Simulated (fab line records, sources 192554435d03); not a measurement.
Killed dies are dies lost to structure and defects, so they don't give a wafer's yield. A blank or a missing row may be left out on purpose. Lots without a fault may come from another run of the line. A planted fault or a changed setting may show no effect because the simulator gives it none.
One fault seen from 2 desks | flow n5_finfet | each desk has only its own numbers; what lay behind them comes last

THE METROLOGY DESK
What the gauges read, lot by lot, whatever tool the lot ran on: means of the sampled wafers that have a number. A lot is out of limits, marked OUT, if its mean lies more than 4 standard deviations from the usual mean; the brackets give that distance. Of its 11 readings 7 are shown: those that lie furthest out on some lot.
Columns: A = cd_nm at N5_MOL_CONTACT_COAG_CD_MEAS_101, usual 16.01 nm; B = DIBL_N at N5_BEOL_M4_RC_MEAS_101, usual 36.5 mV/V; C = IOFF_N at N5_BEOL_M4_RC_MEAS_101, usual 0.163 nA/um; D = IOFF_P at N5_BEOL_M4_RC_MEAS_101, usual 0.22 nA/um; E = ION_N at N5_BEOL_M4_RC_MEAS_101, usual 673 uA/um; F = SS_P at N5_BEOL_M4_RC_MEAS_101, usual 73.4 mV/dec; G = VT_N at N5_BEOL_M4_RC_MEAS_101, usual 249.8 mV
lot  | first seen here | A     | B    | C     | D    | E   | F    | G
L265 | day 6 01:14     | 16.04 | 36.4 | 0.167 | 0.24 | 676 | 73.4 | 250.5
L268 | day 6 13:09     | 15.70 | 37.1 | 0.163 | 0.22 | 677 | 74.2 | 250.0
L276 | day 8 22:08     | 15.27 | 36.8 | 0.165 | 0.23 | 676 | 74.2 | 250.1
L278 | day 9 04:29     | 15.71 | 35.6 | 0.148 | 0.19 | 676 | 73.3 | 250.4
L281 | day 9 20:04     | 15.82 | 33.6 | 0.123 | 0.19 | 658 | 72.6 | 255.1
L282 | day 10 04:08    | 15.87 | 35.8 | 0.154 | 0.19 | 669 | 73.9 | 251.4
L284 | day 10 18:14    | 15.98 | 36.6 | 0.142 | 0.19 | 667 | 73.1 | 252.9
L285 | day 10 22:27    | 15.88 | 37.8 | 0.193 | 0.26 | 674 | 74.2 | 247.3
This desk's finding: nothing out of limits on any of the 8 lots.

THE TOOL OWNER'S DESK: rie_diel-05
The tool's own readings at N5_MOL_CONTACT_COAG_ETCH_67 (etches SOC in N2/H2, target depth 60 nm, overetch 21 nm, time 101.2 s): means of the sampled wafers that have a number, for each lot that ran on this tool. A lot is out of limits, marked OUT, if its mean lies more than 4 standard deviations from the usual mean; the brackets give that distance.
Columns: A = drypump_motor_current_A at N5_MOL_CONTACT_COAG_ETCH_67, usual 6.0 A; B = oes_product_au at N5_MOL_CONTACT_COAG_ETCH_67, usual 0.66 a.u.; C = rf_vpp_V at N5_MOL_CONTACT_COAG_ETCH_67, usual 523.9 V; D = showerhead_plenum_p_Torr at N5_MOL_CONTACT_COAG_ETCH_67, usual 2.55 Torr; E = throttle_valve_pct at N5_MOL_CONTACT_COAG_ETCH_67, usual 17.92 %
lot  | first seen here | A   | B    | C     | D    | E
L265 | day 6 00:44     | 6.2 | 0.64 | 524.4 | 2.54 | 18.01
L268 | day 6 12:40     | 6.1 | 0.64 | 522.4 | 2.54 | 18.00
L276 | day 8 21:31     | 6.2 | 0.56 | 526.0 | 2.62 | 18.28
L278 | day 9 03:53     | 6.2 | 0.60 | 522.9 | 2.54 | 17.95
L281 | day 9 19:35     | 6.2 | 0.65 | 521.8 | 2.46 | 17.63
This desk's finding: nothing out of limits on any of the 5 lots.

PUT TOGETHER
The metrology desk saw nothing out of limits.
The tool owner's desk saw nothing out of limits.

WHAT THE SIMULATOR HAD PUT IN
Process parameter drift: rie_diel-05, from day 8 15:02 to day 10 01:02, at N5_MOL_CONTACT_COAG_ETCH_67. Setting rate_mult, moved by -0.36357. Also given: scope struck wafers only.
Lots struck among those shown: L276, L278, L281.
